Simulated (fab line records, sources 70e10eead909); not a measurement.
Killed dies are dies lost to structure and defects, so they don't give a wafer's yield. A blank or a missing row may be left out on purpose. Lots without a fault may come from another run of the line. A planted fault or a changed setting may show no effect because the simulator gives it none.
fab line records | flow nand_harc
record lots=6 wafers=18 last_day=33
route steps=1302 shown THIN_TSV@1282
lots that met no fault: from a run of the same line without faults
start_h: hours from the record's first day to the start of the lot's first wafer shown | wait_h: hours since the lot's step before | " the same as in the row above | L1.1+2: a row that stands for several wafers | - no value, or no start given | * or withheld: withheld | < > ~ a bound
route shown NAME@n: a module of which the file shows steps, and the number in the route of the first | usual: mean/standard deviation of fault-free wafers | same: alike in all rows | chamber/n: place in a boat | sites: the reading at each site | _std_site: their standard deviation | _edge_site: outer sites' mean less inner sites' | radius_mm: how far each site lies from the wafer's centre | mask NAME#n: copy n | behind: the tool/chamber that last shaped the wafer | hold: why the lot was held/for how many hours/how that ended | device: the transistor (n, p or np) that didn't switch | end of line: the same wafers' tests at the end of the route | a step without rows: its recipe alone | killed: dies lost to structure and defects at the first sort, not the wafer's yield | map: a wafer's dies, x killed, . not, _ none there
set.NAME: the setting as run; set.NAME@STEP: as run at that earlier step | model.NAME: the simulator's own value behind a step, which no gauge read
lots at some steps of the route; a table a step, a row a wafer
services: from which hour (start_h, from the record's first day; less than 0 if before it) a tool's chamber was out of use, for how many hours, and why
## steps
# step NHARC_THIN_TSV_PVD_24
# recipe target_thk_a=8000 power_w=withheld chamber_pressure_pa=withheld substrate_temp_c=withheld time_s=withheld gas=Ar material=Al
# step NHARC_THIN_TSV_DEHYDRATE_25
# recipe temp_c=150 time_s=120
# step NHARC_THIN_TSV_HMDS_26
# recipe time_s=30
# step NHARC_THIN_TSV_COAT_27
# recipe spin_rpm=*
# step NHARC_THIN_TSV_SOFTBAKE_28
# recipe temp_c=122 time_s=95
# step NHARC_THIN_TSV_EBR_29
# step NHARC_THIN_TSV_EXPOSE_30
# recipe na=0.55 dose_mj=11.47 mask_id=PAD
# step NHARC_THIN_TSV_PEB_31
# recipe peb_temp_c=118 peb_time_s=85
# step NHARC_THIN_TSV_DEVELOP_32
# recipe time_s=70
# step NHARC_THIN_TSV_CD_MEAS_33
# recipe target_cd_nm=5000 landing_energy_ev=500
# usual cd_nm=5001/3.1
# same landing_energy_ev=500
# columns lot.wafer tool chamber start_h wait_h cd_nm
L956.1 cd_sem-02 0 629.48 - 4998
L956.2 " 0 " " 4999
L956.4 " 0 " " 4994
L963.2 cd_sem-02 0 680.64 - 4996
L963.5 " 0 " " 4999
L963.6 " 0 " " 5004
L967.3 cd_sem-01 0 716.62 - 5005
L967.5 " 0 " " 5004
L967.6 " 0 " " 5005
L968.1 cd_sem-01 0 734.43 - 5002
L968.2 " 0 " " 5005
L968.3 " 0 " " 5004
L971.2 cd_sem-01 0 754.45 - 4999
L971.3 " 0 " " 4999
L971.6 " 0 " " 5003
L974.2 cd_sem-01 0 778.82 - 5003
L974.5 " 0 " " 5001
L974.6 " 0 " " 5002
# step NHARC_THIN_TSV_HARDBAKE_34
# recipe temp_c=125 time_s=80
# step NHARC_THIN_TSV_DESCUM_35
# recipe time_s=3 o2_flow_sccm=200 ar_flow_sccm=0 bias_power_w=0 chemistry=O2
# usual drypump_motor_current_A=5.7/0.49 oes_product_au=1.002/0.014 rf_vpp_V=57.8/0.8 showerhead_plenum_p_Torr=1.92/0.06 throttle_valve_pct=11.310/0.0092
# columns lot.wafer tool chamber start_h wait_h drypump_motor_current_A oes_product_au rf_hours_counter_h rf_vpp_V showerhead_plenum_p_Torr throttle_valve_pct
L956.2 rie_diel-07 3 629.64 - 5.3 1.005 10.3 58.4 1.93 11.305
L956.4 " 0 " " 6.0 1.019 9.0 58.3 1.83 11.315
L956.1 " 1 " " 5.2 1.010 8.7 58.1 1.90 11.326
L963.2 rie_diel-11 0 680.79 - 5.6 1.004 4.8 57.8 1.92 11.313
L963.6 " 0 " " 5.6 1.003 - 58.3 1.92 11.301
L963.5 " 1 " " 4.9 0.977 - 57.8 1.97 11.308
L967.3 rie_diel-11 0 716.81 - 5.6 1.011 6.7 59.0 1.92 11.303
L967.6 " 1 " " 4.9 0.978 - 58.3 1.97 11.302
L967.5 " 2 " " 6.6 0.986 - 56.8 1.87 11.311
L968.3 rie_diel-10 1 734.59 - 5.4 0.976 7.0 57.5 1.88 11.304
L968.2 " 2 " " 5.7 0.998 5.3 56.3 1.84 11.311
L968.1 " 3 " " 6.4 1.009 6.0 58.3 2.00 11.322
L971.2 rie_diel-07 2 754.61 - 5.9 1.004 5.7 59.2 1.88 11.315
L971.3 " 3 " " 5.3 1.007 7.5 58.6 1.92 11.304
L971.6 " 2 " " 5.9 1.001 - 56.4 1.88 11.301
L974.2 rie_diel-07 0 779.01 - 5.9 1.002 7.3 55.8 1.82 11.320
L974.5 " 1 " " 5.2 0.989 - 57.4 1.90 11.309
L974.6 " 2 " " 5.9 1.013 - 58.3 1.88 11.310
# step NHARC_THIN_TSV_ETCH_59
# recipe target_depth_a=8800 icp_w=900 bias_w=100 Cl2_flow_sccm=60 bcl3_flow_sccm=30 time_s=138.1 chemistry=Cl2/BCl3
# usual drypump_motor_current_A=5.54/0.24 oes_product_au=1.003/0.012 throttle_valve_pct=22.265/0.0093
# columns lot.wafer tool chamber start_h wait_h drypump_motor_current_A oes_product_au rf_hours_counter_h throttle_valve_pct
L956.2 rie_metal-01 0 629.77 0.1 5.37 1.001 0.4 22.288
L956.1 " 1 " " 5.83 1.024 0.8 22.263
L956.4 " 0 " " 5.38 0.998 - 22.264
L963.2 rie_metal-02 1 680.96 0.2 5.74 0.996 0.6 22.253
L963.6 " 0 " " 5.71 0.991 - 22.268
L963.5 " 1 " " 5.72 1.003 - 22.257
L967.3 rie_metal-01 0 716.98 0.1 5.40 0.975 - 22.260
L967.5 " 0 " " 5.41 0.980 - 22.268
L967.6 " 1 " " 5.82 1.003 - 22.257
L968.1 rie_metal-02 1 734.73 0.1 5.74 1.009 1.4 22.255
L968.2 " 0 " " 5.68 0.926 1.4 22.278
L968.3 " 1 " " 5.73 1.011 - 22.271
L971.2 rie_metal-02 1 754.73 0.1 5.74 1.009 1.9 22.256
L971.3 " 1 " " 5.74 1.015 - 22.261
L971.6 " 0 " " 5.70 0.933 - 22.273
L974.2 rie_metal-01 1 779.10 0.1 5.86 1.001 0.3 22.266
L974.6 " 1 " " 5.83 1.005 - 22.265
L974.5 " 0 " " 5.40 1.001 - 22.270
# step NHARC_THIN_TSV_ETCH_36
# recipe target_depth_a=650 over_etch_frac=0.3 time_s=18.571 ion_energy_ev=150 chemistry=Cl2/BCl3
# usual drypump_motor_current_A=5.52/0.25 oes_product_au=1.004/0.013
# columns lot.wafer tool chamber start_h wait_h drypump_motor_current_A oes_product_au rf_hours_counter_h
L956.1 rie_metal-01 1 630.03 0.2 5.83 1.000 1.0
L956.2 " 0 " " 5.41 0.995 0.5
L956.4 " 0 " " 5.40 0.993 -
L963.2 rie_metal-02 1 681.18 0.2 5.72 0.997 0.7
L963.6 " 1 " " 5.75 0.998 -
L963.5 " 0 " " 5.70 0.991 -
L967.3 rie_metal-01 0 717.17 0.2 5.39 0.981 -
L967.5 " 0 " " 5.38 0.979 -
L967.6 " 1 " " 5.86 1.011 -
L968.2 rie_metal-02 1 734.99 0.2 5.76 1.014 1.5
L968.1 " 0 " " 5.70 0.998 1.5
L968.3 " 1 " " 5.74 1.009 -
L971.2 rie_metal-02 1 755.06 0.3 5.74 1.010 2.0
L971.3 " 0 " " 5.69 0.996 -
L971.6 " 1 " " 5.76 1.024 -
L974.2 rie_metal-01 0 779.36 0.2 5.40 1.007 0.5
L974.5 " 0 " " 5.39 1.007 -
L974.6 " 1 " " 5.84 1.017 -
## services
# columns tool chamber start_h hours kind
rie_diel-11 - 609.50 9.0 pm
rie_diel-10 2 621.59 7.9 repair
rie_diel-07 0 627.20 - clean
rie_diel-07 1 627.20 - clean
rie_diel-07 2 627.20 - clean
rie_diel-07 3 627.20 - clean
rie_metal-02 - 631.07 9.0 pm
rie_metal-02 0 631.07 9.0 vent_cycle
rie_metal-02 1 631.07 9.0 vent_cycle
rie_metal-02 0 640.07 - clean
rie_metal-02 1 640.07 - clean
rie_diel-07 - 648.20 9.0 pm
rie_diel-07 0 648.20 9.0 vent_cycle
rie_diel-07 1 648.20 9.0 vent_cycle
rie_diel-07 2 702.83 16.4 repair
rie_diel-11 3 708.37 4.5 repair
rie_diel-10 3 716.70 12.4 repair
rie_metal-01 - 752.00 9.0 pm
rie_metal-01 0 752.00 9.0 vent_cycle
rie_metal-01 1 752.00 9.0 vent_cycle
rie_metal-01 0 761.00 - clean
rie_metal-01 1 761.00 - clean
rie_diel-10 - 773.50 9.0 pm
rie_diel-07 - 775.81 1.4 repair
## key
first_sign step=NHARC_THIN_TSV_ETCH_59 reading=oes_product_au direction=down sigmas=5.9 usual=1.003 struck=0.929
effect none on later readings
met_at NHARC_THIN_TSV_ETCH_59
struck_wafers L968.2,L971.6
later_rows_left_out L968.2,L971.6
sort_left_out L968.2,L971.6
onset_between 680.96 734.73
fault kind=process_parameter_drift tool=rie_metal-02 chamber=0 onset_h=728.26 steps=NHARC_THIN_TSV_ETCH_59 channel=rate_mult offset=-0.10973 shape=step end_h=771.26
# sort_left_out: the simulated sort isn't trusted on such a fault, so these wafers' sort isn't shown, and their yield isn't known
# later_rows_left_out: the simulator's readings of these wafers behind a module that went badly wrong aren't trusted and aren't shown, but for the sort
